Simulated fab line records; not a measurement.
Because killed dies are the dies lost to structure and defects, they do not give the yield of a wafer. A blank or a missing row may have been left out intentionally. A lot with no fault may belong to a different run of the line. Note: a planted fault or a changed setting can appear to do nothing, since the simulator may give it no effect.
What tool caused it? + flow n5 finfet + 10 lots with 30 wafers sampled at 4 steps, on a route of 1938 steps

## WHAT THE GAUGES READ, wafer by wafer
N5_BEOL_M7_OCD_MEAS_38.
| lot  | measured     | on     | trench depth nm (nm) |
|------|--------------|--------|----------------------|
| L522 | day 9 19:29  | ocd-01 | 96.4 92.9 92.1       |
| L524 | day 10 01:23 | ocd-01 | 92.3 94.2 94.8       |
| L523 | day 10 01:33 | ocd-01 | 96.2 94.1 94.4       |
| L525 | day 10 14:07 | ocd-01 | 91.6 93.6 91.9       |
| L527 | day 11 02:32 | ocd-02 | 93.3 94.7 93.9       |
| L528 | day 11 09:46 | ocd-01 | 93.9 94.3 93.5       |
| L532 | day 12 20:49 | ocd-02 | 93.2 92.9 93.5       |
| L538 | day 13 14:19 | ocd-01 | 92.7 96.1 94.5       |
| L539 | day 14 14:08 | ocd-02 | 94.9 91.2 92.0       |
| L542 | day 15 06:26 | ocd-02 | 94.9 92.6 94.8       |

## TOOL THAT RAN EACH LOT (tool first, then ch and the chambers of the sampled wafers, then the start)
| lot  | N5_BEOL_M7_STRIP_67                | N5_BEOL_M7_DESCUM_33               | N5_BEOL_M7_VIA_ETCH_34             |
|------|------------------------------------|------------------------------------|------------------------------------|
| L522 | rie diel-03 ch 0,1,3, day 9 18:01  | rie diel-03 ch 0,1,3, day 9 19:04  | rie diel-03 ch 0,1,3, day 9 19:14  |
| L524 | rie diel-02 ch 0,2, day 9 22:55    | rie diel-03 ch 0,1,2, day 10 00:57 | rie diel-03 ch 0,1,2, day 10 01:08 |
| L523 | rie diel-01 ch 0,1,3, day 9 23:08  | rie diel-01 ch 1,2,3, day 10 01:07 | rie diel-01 ch 1,2,3, day 10 01:18 |
| L525 | rie diel-01 ch 1,2,3, day 10 12:50 | rie diel-02 ch 2,3, day 10 13:41   | rie diel-02 ch 2,3, day 10 13:52   |
| L527 | rie diel-01 ch 0,1,2, day 10 23:59 | rie diel-01 ch 0,1,2, day 11 02:06 | rie diel-01 ch 0,1,2, day 11 02:17 |
| L528 | rie diel-01 ch 0,3, day 11 06:17   | rie diel-02 ch 0,1,2, day 11 09:20 | rie diel-02 ch 0,1,2, day 11 09:31 |
| L532 | rie diel-03 ch 0,1,2, day 12 19:44 | rie diel-01 ch 0,1,3, day 12 20:23 | rie diel-01 ch 0,1,3, day 12 20:34 |
| L538 | rie diel-02 ch 1,2, day 13 12:47   | rie diel-03 ch 1,2,3, day 13 13:53 | rie diel-03 ch 1,2,3, day 13 14:04 |
| L539 | rie diel-01 ch 0,1,2, day 14 09:37 | rie diel-03 ch 0,1,3, day 14 13:43 | rie diel-03 ch 0,1,3, day 14 13:53 |
| L542 | rie diel-01 ch 0,2, day 15 04:41   | rie diel-03 ch 0,3, day 15 06:00   | rie diel-03 ch 0,3, day 15 06:11   |
- N5_BEOL_M7_STRIP_67: strips in CF4.
- N5_BEOL_M7_DESCUM_33: chemistry O2, time 7 s.
- N5_BEOL_M7_VIA_ETCH_34: etches SiCOH lowk in C4F6/O2, target depth 125.5 nm, time 50.5 s.

## AS READ BY THE TOOLS THEMSELVES (means over the sampled wafers that have a number; for cases with no such wafer, the mark the record gives instead)
N5_BEOL_M7_STRIP_67.
| lot  | tool        | drypump motor current A (A) | oes product au (a.u.) | rf vpp V (V) | showerhead plenum p Torr (Torr) | throttle valve pct (%) |
|------|-------------|-----------------------------|-----------------------|--------------|---------------------------------|------------------------|
| L522 | rie diel-03 | 6.0                         | 0.85                  | 271.6        | 1.80                            | 13.37                  |
| L524 | rie diel-02 | 5.7                         | 0.78                  | 271.2        | 1.82                            | 13.38                  |
| L523 | rie diel-01 | 5.7                         | 0.82                  | 272.4        | 1.84                            | 13.55                  |
| L525 | rie diel-01 | 5.3                         | 0.81                  | 271.4        | 1.79                            | 13.47                  |
| L527 | rie diel-01 | 5.4                         | 0.80                  | 270.9        | 1.81                            | 13.52                  |
| L528 | rie diel-01 | 5.7                         | 0.83                  | 273.0        | 1.87                            | 13.59                  |
| L532 | rie diel-03 | 6.2                         | 0.81                  | 271.4        | 1.83                            | 13.43                  |
| L538 | rie diel-02 | 5.3                         | 0.82                  | 269.7        | 1.74                            | 13.61                  |
| L539 | rie diel-01 | 5.5                         | 0.77                  | 272.7        | 1.80                            | 13.56                  |
| L542 | rie diel-01 | 5.2                         | 0.79                  | 270.9        | 1.78                            | 13.51                  |

N5_BEOL_M7_DESCUM_33.
| lot  | tool        | drypump motor current A (A) | oes product au (a.u.) | rf fwd power W (W) | rf vpp V (V) | showerhead plenum p Torr (Torr) | throttle valve pct (%) |
|------|-------------|-----------------------------|-----------------------|--------------------|--------------|---------------------------------|------------------------|
| L522 | rie diel-03 | 6.0                         | 0.84                  | 49.49              | 243.2        | 2.11                            | 20.24                  |
| L524 | rie diel-03 | 6.2                         | 0.84                  | 49.42              | 243.8        | 2.14                            | 20.21                  |
| L523 | rie diel-01 | 5.3                         | 0.82                  | 49.30              | 242.5        | 2.09                            | 20.30                  |
| L525 | rie diel-02 | 5.0                         | 0.72                  | 49.41              | 243.5        | 2.10                            | 20.55                  |
| L527 | rie diel-01 | 5.5                         | 0.80                  | 49.40              | 243.4        | 2.11                            | 20.39                  |
| L528 | rie diel-02 | 5.7                         | 0.84                  | 49.57              | 243.3        | 2.08                            | 20.34                  |
| L532 | rie diel-01 | 5.7                         | 0.80                  | 49.37              | 243.5        | 2.14                            | 20.47                  |
| L538 | rie diel-03 | 6.3                         | 0.78                  | 49.32              | 243.9        | 2.16                            | 20.38                  |
| L539 | rie diel-03 | 6.0                         | 0.80                  | 49.61              | 243.3        | 2.10                            | 20.30                  |
| L542 | rie diel-03 | 5.7                         | 0.84                  | 49.70              | 242.9        | 2.09                            | 20.25                  |

N5_BEOL_M7_VIA_ETCH_34.
| lot  | tool        | drypump motor current A (A) | oes_f_703_au (a.u.) | oes product au (a.u.) | rf fwd power W (W) | rf vpp V (V) | showerhead plenum p Torr (Torr) | throttle valve pct (%) |
|------|-------------|-----------------------------|---------------------|-----------------------|--------------------|--------------|---------------------------------|------------------------|
| L522 | rie diel-03 | 6.0                         | 0.85                | 0.85                  | 342.2              | 669          | 2.87                            | 20.70                  |
| L524 | rie diel-03 | 6.2                         | 0.83                | 0.83                  | 342.2              | 666          | 2.91                            | 20.68                  |
| L523 | rie diel-01 | 5.3                         | 0.82                | 0.82                  | 340.1              | 671          | 2.83                            | 20.75                  |
| L525 | rie diel-02 | 5.0                         | 0.72                | 0.72                  | 342.2              | 666          | 2.86                            | 21.04                  |
| L527 | rie diel-01 | 5.5                         | 0.80                | 0.80                  | 341.8              | 669          | 2.87                            | 20.82                  |
| L528 | rie diel-02 | 5.7                         | 0.84                | 0.83                  | 341.6              | 664          | 2.83                            | 20.82                  |
| L532 | rie diel-01 | 5.6                         | 0.72                | 0.78                  | 312.9              | 705          | 2.91                            | 20.92                  |
| L538 | rie diel-03 | 6.2                         | 0.80                | 0.80                  | 342.0              | 664          | 2.93                            | 20.84                  |
| L539 | rie diel-03 | 6.0                         | 0.80                | 0.80                  | 342.0              | 669          | 2.86                            | 20.74                  |
| L542 | rie diel-03 | 5.7                         | 0.85                | 0.84                  | 341.4              | 669          | 2.85                            | 20.69                  |

## THE ANSWER, worked out from the rows above alone
Rule: the lots themselves supply what counts as usual. The widest of any qualifying gaps counts: lots, ordered by their means at a reading, are off when they make up no more than a third of the lots, leave a main group of 4 or more, and stand apart from it by 3 or more times the standard deviation of that group's means. A main group is skipped when, at the precision printed for the reading in the tables above, its means are all equal. A lot without any number at a reading at which 4 lots or more have one is off too. Where the step has rows for the other lots, those lots are counted as sound. The gauges are gone through in route order, then the tools' own readings, and for those a lot's mean is taken as printed above. The first step at which some lot is off is used, and at that step the reading that is off furthest; a lot without a number counts as furthest.
Off: L532, at N5_BEOL_M7_VIA_ETCH_34 (rf fwd power W). For the main group the mean is 341.7 W and the standard deviation 0.63.
A tool fits if, at that step or a process step before it, it ran every lot that is off, and no sound lot after the first of them. This does not decide it: 2 tools fit, namely rie diel-03 at N5_BEOL_M7_STRIP_67 and rie diel-01 at N5_BEOL_M7_DESCUM_33 and N5_BEOL_M7_VIA_ETCH_34.

## WHAT WAS PUT IN BY THE SIMULATOR
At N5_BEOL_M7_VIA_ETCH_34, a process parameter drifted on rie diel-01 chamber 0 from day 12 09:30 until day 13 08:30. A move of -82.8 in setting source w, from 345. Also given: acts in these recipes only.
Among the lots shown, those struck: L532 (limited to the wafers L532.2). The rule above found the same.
